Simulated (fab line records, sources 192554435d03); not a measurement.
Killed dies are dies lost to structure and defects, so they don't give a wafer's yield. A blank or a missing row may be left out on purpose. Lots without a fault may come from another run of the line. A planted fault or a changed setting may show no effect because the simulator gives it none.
Split-lot experiment | flow n5_finfet | 7 lots, 21 wafers read, on a route of 1938 steps

THE SPLIT
At N5_BEOL_M4_ILD_DEP_00 (deposits SiOC from DEMS/O2, target thk 79 nm, time 15.3 s), the setting time_s was moved away from the recipe's 15.3 s on 8 of the 21 wafers read, by -12.0% to +13.3%. The other wafers ran this setting at the recipe's value.

The file shows no step between the split and the reading.

THE READING
M4_ILD_THK, in nm, at N5_BEOL_M4_THK_MEAS_01. Fault-free wafers of this fab line usually give 78.6 nm, standard deviation 0.89 nm.

wafer  | tool, chamber at the split | time_s as run, s | against the recipe | M4_ILD_THK, nm | against lot-mates on the recipe
L075.1 | pecvd-04, 1                | 13.46            | -12.0%             | 68.4           | -8.7
L075.3 | pecvd-04, 0                | 15.3             | recipe             | 77.1           | -
L075.6 | pecvd-04, 0                | 13.46            | -12.0%             | 70.0           | -7.1
L081.2 | pecvd-04, 2                | 15.3             | recipe             | 76.6           | -
L081.5 | pecvd-04, 0                | 15.3             | recipe             | 78.1           | -
L081.6 | pecvd-04, 2                | 15.3             | recipe             | 79.2           | -
L083.1 | pecvd-04, 2                | 15.3             | recipe             | 78.6           | -
L083.3 | pecvd-04, 0                | 17.34            | +13.3%             | 90.3           | +11.7
L083.4 | pecvd-04, 2                | 17.34            | +13.3%             | 89.6           | +11.0
L086.2 | pecvd-03, 0                | 15.3             | recipe             | 77.2           | -
L086.4 | pecvd-03, 2                | 13.8             | -9.8%              | 72.1           | -5.1
L086.6 | pecvd-03, 0                | 13.8             | -9.8%              | 70.5           | -6.7
L088.1 | pecvd-02, 2                | 13.6             | -11.1%             | 68.4           | -9.3
L088.3 | pecvd-02, 0                | 15.3             | recipe             | 77.7           | -
L088.6 | pecvd-02, 2                | 13.6             | -11.1%             | 69.4           | -8.3
L093.1 | pecvd-02, 1                | 15.3             | recipe             | 78.4           | -
L093.2 | pecvd-02, 0                | 15.3             | recipe             | 78.2           | -
L093.4 | pecvd-02, 0                | 15.3             | recipe             | 79.9           | -
L095.2 | pecvd-03, 1                | 15.3             | recipe             | 78.1           | -
L095.4 | pecvd-03, 1                | 15.3             | recipe             | 78.7           | -
L095.6 | pecvd-03, 0                | 15.3             | recipe             | 78.2           | -

THE FIT
A straight line over all 21 wafers: M4_ILD_THK changes by +0.812 nm for each +1% of time_s; r = +0.99; the points scatter about the line by 0.95 nm.
The same after taking each lot's own level away (the mean of its wafers on the recipe; 21 wafers): +0.754 nm for each +1%; r = +0.99; scatter 0.95 nm.
On that fit, the largest move of time_s shifts the reading by 10 nm.
The lots' own levels span 77.10 to 78.83 nm, that is 1.9 times the standard deviation above.
So the lot-to-lot level changes the slope little: the two slopes agree.
Check: with one of the wafers moved furthest among these (+13.3%) left out of the fit, the line predicts +9.89 nm for it against its lot-mates. It came out at +11.7 nm against them.

OTHER SPLITS ON THESE WAFERS
These wafers also went through other splits before the reading. Each is held against what the fit with the lots' levels taken away leaves over:
other split on the same wafers | wafers away from the commonest value | r with M4_ILD_THK (lot level and that fit taken away)
N5_BEOL_M3_COAT_61 spin_rpm    | 9                                    | -0.19
N5_BEOL_M3_COAT_05 spin_rpm    | 9                                    | -0.30

THE WHOLE CHAIN: every reading that the file lists as answering this split, in the file's order
step                   | what it does                                              | reading                                                                            | change (the file's fit)              | r (the file's)
N5_BEOL_M4_ILD_DEP_00  | deposits SiOC from DEMS/O2, target thk 79 nm, time 15.3 s | SiOC_of_BEOL_M4_ILD_DEP_00.thk_nm (the simulator's own value, which no gauge read) | +0.74 nm for each +1% of the setting | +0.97
N5_BEOL_M4_THK_MEAS_01 |                                                           | M4_ILD_THK                                                                         | +0.742 for each +1% of the setting   | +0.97

THE FILE'S OWN FIT
M4_ILD_THK changes by +0.742 nm for each +1% of time_s, r = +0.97.
